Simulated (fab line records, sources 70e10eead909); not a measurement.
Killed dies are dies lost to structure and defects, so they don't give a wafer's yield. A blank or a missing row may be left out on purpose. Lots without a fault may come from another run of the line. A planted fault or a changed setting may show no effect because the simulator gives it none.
A struck lot beside a sound one | flow nand_harc | 15 steps out of a route of 1302
Sound: wafers L933.1, L933.2, L933.3. Struck: wafers L930.1, L930.3, L930.6. The cause comes at the end.
At each step with rows: each side's tool, then ch and its chambers, then its first start. Under that, the readings that differ: sound wafers | struck wafers | difference of the means | sigmas: that difference in standard deviations of wafers without a fault.
alike: readings whose means differ by less than 2 such deviations, and words and numbers that are the same on both sides. not compared: withheld readings, readings that some wafer has no value for, bounds like >300 that may hide the same value, and numbers for which the record gives no deviation and whose values overlap.
The two part at a step that has a row with sigmas, a row that says differs or no value, or rows on one side only. Numbers that don't overlap but have no deviation are shown without sigmas and don't part them. A reading that every wafer of one side lacks parts them only if that side has two wafers or more.

first, 4 steps without rows for these wafers: NHARC_P_GATE_EBR_07; NHARC_P_GATE_EXPOSE_08 (exposes mask P HV); NHARC_P_GATE_PEB_09 (peb time 85 s); NHARC_P_GATE_DEVELOP_10 (time 70 s).
NHARC_P_GATE_CD_MEAS_11: target cd 1640 nm.
  sound on cd_sem-03 ch 0, day 13 02:01; struck on cd_sem-02 ch 0, day 11 19:18
  alike: cd_nm
then, 1 step without rows for these wafers: NHARC_P_GATE_HARDBAKE_12 (time 80 s).
NHARC_P_GATE_DESCUM_13: chemistry O2, time 3 s.
  sound on rie_diel-01 ch 0,1,3, day 13 02:10; struck on rie_diel-12 ch 0,1,2, day 11 19:28
  alike: drypump_motor_current_A, oes_product_au, rf_vpp_V, showerhead_plenum_p_Torr, throttle_valve_pct
  not compared: rf_hours_counter_h
then, 5 steps without rows for these wafers: NHARC_P_GATE_ETCH_14 (etches SiO2 in dHF, target depth 48.8 nm); NHARC_P_GATE_STRIP_15 (strips in SPM, time 780 s); NHARC_P_GATE_PRECLEAN_71 (cleans in SC1); NHARC_P_GATE_SRD_72; NHARC_P_GATE_OXIDE_16 (material SiO2, target thk 3 nm, ox time 392 s).
NHARC_P_GATE_CVD_17: deposits poly-Si, target thk 150 nm, time 900 s.
  sound on lpcvd_poly-03 ch 0, day 13 11:57; struck on lpcvd_poly-03, day 12 05:08
  no value came back on the struck wafers for run_length_s (s), spike_tc_bottom_C (C); on the sound wafers run_length_s (s) reads 902.5 902.5 902.5
NHARC_P_GATE_HM_DEP_102: deposits aC, target thk 120 nm.
  sound on acl_dep-01 ch 0, day 13 14:34; struck on acl_dep-03 ch 0, day 12 07:49
  reading              | sound                | struck | difference                    | sigmas
  susceptor_temp_C (C) | 400.12 400.10 400.09 | - - -  | no value on the struck wafers |
  alike: throttle_valve_pct
-- the record jumps here: 20 days lie between the struck wafers' starts before and after (it left off in module P_GATE and takes up again in module END, whose first step shown is number 1302 of the route) --
NHARC_END_SORT_01:
  the record has rows for the struck wafers here (prober-01 ch 0, day 32 17:45) and none for the sound ones

WHERE THEY PART
First at NHARC_P_GATE_CVD_17; last, within this record, at NHARC_END_SORT_01.

WHY: what the simulator had put in
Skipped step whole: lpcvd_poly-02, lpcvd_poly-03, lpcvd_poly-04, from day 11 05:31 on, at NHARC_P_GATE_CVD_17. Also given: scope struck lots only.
